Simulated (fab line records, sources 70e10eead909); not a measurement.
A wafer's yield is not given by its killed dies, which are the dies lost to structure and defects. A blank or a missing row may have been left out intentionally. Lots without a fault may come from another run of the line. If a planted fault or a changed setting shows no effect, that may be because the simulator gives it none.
A struck lot beside a sound one / flow nand-harc / 15 steps out of a route of 1159
Sound: the wafers L309.2, L309.3, L309.4. Struck: wafers L318.2, L318.3, L318.5. The cause is named last.
Order at every step that has rows: each side's tool, ch and its chambers, its first start. Under that, the readings that differ: sound wafers / struck wafers / difference of the means / sigmas: that difference in standard deviations of wafers without a fault.
alike: a reading whose means differ by less than 2 such deviations, as well as words and numbers matching on both sides. not compared: withheld readings; readings where some wafer has no value; bounds like >300 that might hide an equal value; numbers whose values overlap and for which the record gives no deviation.
Wherever a step has rows on one side only, a row that says differs or no value, or a row with sigmas, the two part there. When numbers do not overlap yet have no deviation, they are printed without sigmas and do not part them. A reading missing from all wafers of one side parts the sides only when that side holds two or more wafers.

first, 1 step without rows for these wafers: NHARC_A_BLC_ETCH_16 (etches the open film in CF4, target depth 39 nm, time 65 s).
NHARC_A_BLC_ETCH_17: etches the open film in N2/H2, target depth 390 nm, time 609.38 s.
  sound on rie-diel-08 ch 1,2,3; struck on rie-diel-09 ch 0,1,3
  alike: drypump-motor-current-A, oes-product-au, rf-vpp-V, showerhead-plenum-p-Torr, throttle-valve-pct
  not compared: rf-hours-counter-h
NHARC_A_BLC_ETCH_18: etches the open film in C4F8/O2/Ar, target depth 910 nm.
  sound on rie-diel-08 ch 1,2,3; struck on rie-diel-09 ch 0,1,2
reading=oes-product-au (a.u.); sound=0.932 0.921 0.919; struck=0.965 0.959 0.981; difference=+0.044; sigmas=+2
  alike: rf-vpp-V
  not compared: rf-hours-counter-h
NHARC_A_BLC_CD_MEAS_19:
  struck on cd-sem-01, day 21 15:37; sound on cd-sem-02, day 18 11:32
  alike: cd-nm
then, 1 step without rows for these wafers: NHARC_A_BLC_STRIP_29 (strips in CF4).
NHARC_A_BLC_STRIP_21: strips in O2.
  sound on rie-diel-09 ch 1,2,3, day 18 11:44; struck on rie-diel-09 ch 1,2,3, day 21 15:49
  alike: drypump-motor-current-A, oes-product-au, rf-vpp-V, showerhead-plenum-p-Torr, throttle-valve-pct
  not compared: rf-hours-counter-h
then, 1 step without rows for these wafers: NHARC_A_BLC_STRIP_22 (strips in post etch residue remover, time 600 s).
NHARC_A_BLC_DEGAS_30: time 60 s.
  struck on pvd-sputter-03, day 21 16:13; sound on pvd-sputter-01, day 18 12:08
  alike: heater-power-w
then, 1 step without rows for these wafers: NHARC_A_BLC_PRE_CLEAN_31 (time 15 s).
NHARC_A_BLC_PVD_32: deposits Ti, target thk 5 nm, time 17.7 s.
  sound on pvd-sputter-01; struck on pvd-sputter-03
  alike: throttle-valve-pct
then, 2 steps without rows for these wafers: NHARC_A_BLC_ALD_23 (deposits TiN, target thk 3 nm, pulse time 1 s, ald cycles 150); NHARC_A_BLC_CVD_24 (deposits W, target thk 150 nm, time 434 s).
NHARC_A_BLC_CMP_25: polishes, t overpolish 30 s, target thk 150 nm.
  sound on cmp-01 ch 0,1,2, day 18 19:37; struck on cmp-01 ch 1,3, day 21 20:15
  no value came back on the struck wafers for any of 6 readings (edge-zone-pressure-frac, motor-current-A (A) and others); on the sound wafers edge-zone-pressure-frac reads 0.994 0.996 1.000
after that, 1 step had no rows for these wafers: NHARC_A_BLC_SRD_27.
NHARC_A_BLC_INSPECT_28:
  struck on defect-inspect-02, day 21 20:38; sound on defect-inspect-01, day 18 20:01
reading=raw-defect-count; sound=366 216 243; struck=6803 6695 6756; difference=+6476; sigmas=+50

== WHERE THEY PART ==
Last at NHARC_A_BLC_INSPECT_28 as far as this record goes, first at NHARC_A_BLC_ETCH_18.

WHY: the cause the simulator had injected
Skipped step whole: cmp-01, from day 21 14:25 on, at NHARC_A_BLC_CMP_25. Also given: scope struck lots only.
